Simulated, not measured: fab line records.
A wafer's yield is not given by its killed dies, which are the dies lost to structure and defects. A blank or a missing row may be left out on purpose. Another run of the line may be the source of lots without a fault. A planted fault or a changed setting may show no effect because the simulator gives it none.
Matching of chambers -- flow n5Finfet -- rieDiel-06 running N5_BEOL_M10_VIA_ETCH_34: 4 sister chambers
The step etches SiCOH lowk in C4F6/O2, target depth 184.5 nm, time 69.2 s. 4 wafers are shown with their chamber, then 7 later ones without.

WAFERS, EACH WITH ITS CHAMBER
wafer,chamber,rfVppV (V)
L074.3,1,669
L079.1,2,687
L083.2,3,629
L083.4,0,655

WAFERS WHOSE CHAMBER IS MISSING
wafer,rfVppV (V)
L083.6,686
L082.3,685
L082.4,654
L082.6,656
L093.1,654
L093.4,654
L093.6,667

WHICH CHAMBER EACH ONE RAN IN
wafer,from the rows above,in truth
L083.6,2,2
L082.3,2,2
L082.4,0,0
L082.6,0,0
L093.1,0,0
L093.4,0,0
L093.6,1,1
Correctly placed: 7 of 7. Can't be placed from these rows: 0. 0 placed wrongly.
How it was worked out, from the rows above alone: a wafer's distance from a chamber is the root of the sum, over the readings, of the square of ((its reading less the chamber's mean) divided by the reading's scatter). If the next closest chamber is less than 2 further off than the closest, the wafer can't be placed; otherwise it belongs to the closest. For every chamber, the mean is computed from those of its wafers that are shown. The scatter: root of mean squared gap, hidden wafer to nearest shown wafer, with one shown wafer a chamber.
